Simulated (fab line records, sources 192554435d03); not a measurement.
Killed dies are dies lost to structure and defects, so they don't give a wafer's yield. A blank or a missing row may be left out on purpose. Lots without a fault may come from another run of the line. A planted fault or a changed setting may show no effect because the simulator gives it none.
Split-lot experiment | flow n5_finfet | 7 lots, 21 wafers read, on a route of 1938 steps

THE SPLIT
At N5_BEOL_M14_ETCH_59 (etches BARC in N2/H2, target depth 89 nm, overetch 26.7 nm, time 67.9 s), the setting time_s was moved away from the recipe's 67.9 s on 8 of the 21 wafers read, by -15.6% to +19.7%. The other wafers ran this setting at the recipe's value.

The reading is taken at the split's own step.

THE READING
coat_of_BEOL_M14_COAT_04.thk_nm (the simulator's own value, which no gauge read), in nm, at N5_BEOL_M14_ETCH_59 (etches BARC in N2/H2, target depth 89 nm, overetch 26.7 nm, time 67.9 s). The file gives no usual value for it. The 13 wafers here that ran the recipe average 717.1 nm, standard deviation 1.9 nm.

wafer  | tool, chamber at the split | time_s as run, s | against the recipe | coat_of_BEOL_M14_COAT_04.thk_nm, nm | against lot-mates on the recipe
L079.1 | rie_diel-02, 2             | 67.9             | recipe             | 715.8                               | -
L079.3 | rie_diel-02, 1             | 57.32            | -15.6%             | 725                                 | +9.2
L079.5 | rie_diel-02, 1             | 57.32            | -15.6%             | 724.6                               | +8.8
L078.1 | rie_diel-01, 1             | 59.09            | -13.0%             | 726.4                               | +7.4
L078.5 | rie_diel-01, 1             | 67.9             | recipe             | 719                                 | -
L078.6 | rie_diel-01, 2             | 59.09            | -13.0%             | 730.4                               | +11.4
L085.1 | rie_diel-01, 0             | 67.9             | recipe             | 718.6                               | -
L085.5 | rie_diel-01, 3             | 67.9             | recipe             | 718.8                               | -
L085.6 | rie_diel-01, 2             | 67.9             | recipe             | 719.2                               | -
L087.1 | rie_diel-01, 2             | 67.9             | recipe             | 717.8                               | -
L087.5 | rie_diel-01, 1             | 67.9             | recipe             | 717.4                               | -
L087.6 | rie_diel-01, 0             | 67.9             | recipe             | 713.6                               | -
L090.2 | rie_diel-04, 0             | 67.9             | recipe             | 717.4                               | -
L090.4 | rie_diel-04, 3             | 61.19            | -9.9%              | 724.4                               | +7.0
L090.5 | rie_diel-04, 0             | 61.19            | -9.9%              | 724                                 | +6.6
L092.2 | rie_diel-01, 1,3           | 67.9             | recipe             | 715                                 | -
L092.6 | rie_diel-01, 1,3           | 67.9             | recipe             | 715                                 | -
L092.5 | rie_diel-01, 0             | 67.9             | recipe             | 715.2                               | -
L096.1 | rie_diel-01, 2             | 67.9             | recipe             | 719.8                               | -
L096.3 | rie_diel-01, 0             | 81.29            | +19.7%             | 704.2                               | -15.6
L096.4 | rie_diel-01, 3             | 81.29            | +19.7%             | 709                                 | -10.8
Where a row lists several chambers, the file gives one row for several wafers and doesn't say which wafer went through which chamber.

THE FIT
A straight line over all 21 wafers: coat_of_BEOL_M14_COAT_04.thk_nm changes by -0.597 nm for each +1% of time_s; r = -0.93; the points scatter about the line by 2.3 nm.
The same after taking each lot's own level away (the mean of its wafers on the recipe; 21 wafers): -0.658 nm for each +1%; r = -0.98; scatter 1.4 nm.
On that fit, the largest move of time_s shifts the reading by 13 nm.
The lots' own levels span 715.07 to 719.80 nm, that is 2.5 times the standard deviation above.
So the lot-to-lot level changes the slope little: the two slopes agree.
Check: with one of the wafers moved furthest among these (+19.7%) left out of the fit, the line predicts -11.8 nm for it against its lot-mates. It came out at -15.6 nm against them.

OTHER SPLITS ON THESE WAFERS
These wafers also went through other splits before the reading. Each is held against what the fit with the lots' levels taken away leaves over:
other split on the same wafers | wafers away from the commonest value | r with coat_of_BEOL_M14_COAT_04.thk_nm (lot level and that fit taken away)
N5_BEOL_M13_ETCH_59 time_s     | 10                                   | -0.03

THE FILE'S OWN FIT
coat_of_BEOL_M14_COAT_04.thk_nm changes by -0.657 nm for each +1% of time_s, r = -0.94.
